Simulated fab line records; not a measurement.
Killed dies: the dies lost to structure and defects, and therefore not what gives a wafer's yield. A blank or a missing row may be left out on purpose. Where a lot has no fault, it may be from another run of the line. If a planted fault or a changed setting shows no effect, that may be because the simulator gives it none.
Split-lot study | flow n5 finfet | 21 wafers read from 7 lots, route of 1938 steps

ON THE SPLIT
At N5_HKMG_FIN_EXPOSE_09 (exposes mask NWFM), the setting dose mj was moved away from the recipe's 39.25 on 9 of the 21 wafers read, by -6.1% to +6.5%. The other wafers ran this setting at the recipe's value.

FROM THE SPLIT TO THE READING: what the file shows between them, 2 steps
- N5_HKMG_FIN_PEB_10: peb time 60 s
- N5_HKMG_FIN_DEVELOP_11: develop time 30 s

THE READING
cd nm at N5_HKMG_FIN_CD_MEAS_12, given in nm (cd target 92.8 nm). On this fab line, fault-free wafers typically give 92.6 nm with a standard deviation of 0.51 nm.

wafer  | tool, chamber at the split | dose mj as run | against the recipe | cd nm, nm | against lot-mates on the recipe
L075.1 | arfi scanner-03, 0         | 39.25          | recipe             | 93.3      | -
L075.3 | arfi scanner-03, 0         | 40.43          | +3.0%              | 94.6      | +1.3
L075.4 | arfi scanner-03, 0         | 40.43          | +3.0%              | 94.9      | +1.6
L076.1 | arfi scanner-01, 0         | 39.25          | recipe             | 92.6      | -
L076.2 | arfi scanner-01, 0         | 41.81          | +6.5%              | 96.2      | +3.6
L076.6 | arfi scanner-01, 0         | 41.81          | +6.5%              | 96.7      | +4.1
L081.1 | arfi scanner-01, 0         | 36.87          | -6.1%              | 88.3      | -4.4
L081.3 | arfi scanner-01, 0         | 36.87          | -6.1%              | 88.4      | -4.3
L081.6 | arfi scanner-01, 0         | 39.25          | recipe             | 92.7      | -
L083.1 | arfi scanner-02, 0         | 39.25          | recipe             | 93.1      | -
L083.3 | arfi scanner-02, 0         | 39.25          | recipe             | 93.2      | -
L083.4 | arfi scanner-02, 0         | 39.25          | recipe             | 92.8      | -
L086.1 | arfi scanner-03, 0         | 40.7           | +3.7%              | 94.2      | +1.5
L086.3 | arfi scanner-03, 0         | 39.25          | recipe             | 92.7      | -
L086.5 | arfi scanner-03, 0         | 40.7           | +3.7%              | 94.2      | +1.5
L095.2 | arfi scanner-02, 0         | 39.25          | recipe             | 91.4      | -
L095.5 | arfi scanner-02, 0         | 39.25          | recipe             | 92.5      | -
L095.6 | arfi scanner-02, 0         | 39.25          | recipe             | 92.6      | -
L096.2 | arfi scanner-02, 0         | 39.25          | recipe             | 92.6      | -
L096.3 | arfi scanner-02, 0         | 37.21          | -5.2%              | 89.4      | -3.4
L096.6 | arfi scanner-02, 0         | 39.25          | recipe             | 93.0      | -

THE FIT
A straight line over all 21 wafers: cd nm changes by +0.621 nm for each +1% of dose mj; r = +0.97; the points scatter about the line by 0.49 nm.
The same after taking each lot's own level away (the mean of its wafers on the recipe; 21 wafers): +0.616 nm for each +1%; r = +0.98; scatter 0.38 nm.
That fit puts the effect of the largest move of dose mj on the reading at 4 nm.
Across the lots, their own levels run from 92.17 to 93.30 nm, a range of 2.2 times the standard deviation given above.
So the lot-to-lot level changes the slope little: the two slopes agree.
Check: with one of the wafers moved furthest among these (+6.5%) left out of the fit, the line predicts +3.88 nm for it against its lot-mates. It came out at +3.6 nm against them.

ADDITIONAL SPLITS CARRIED BY THESE WAFERS
Before the reading, these wafers also passed through other splits. Each is held against what the fit with the lots' levels taken away leaves over:
other split on the same wafers | wafers away from the commonest value | r with cd nm (lot level and that fit taken away)
N5_SD_EPI_N_DESCUM_14 time s   | 10                                   | -0.03
N5_ILD0_PRECLEAN_10 time s     | 11                                   | +0.20
N5_SDB_COAT_05 spin rpm        | 8                                    | +0.25
N5_HKMG_FIN_COAT_30 spin rpm   | 10                                   | -0.01

THE FILE'S OWN FIT
cd nm changes by +0.612 nm for each +1% of dose mj, r = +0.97.
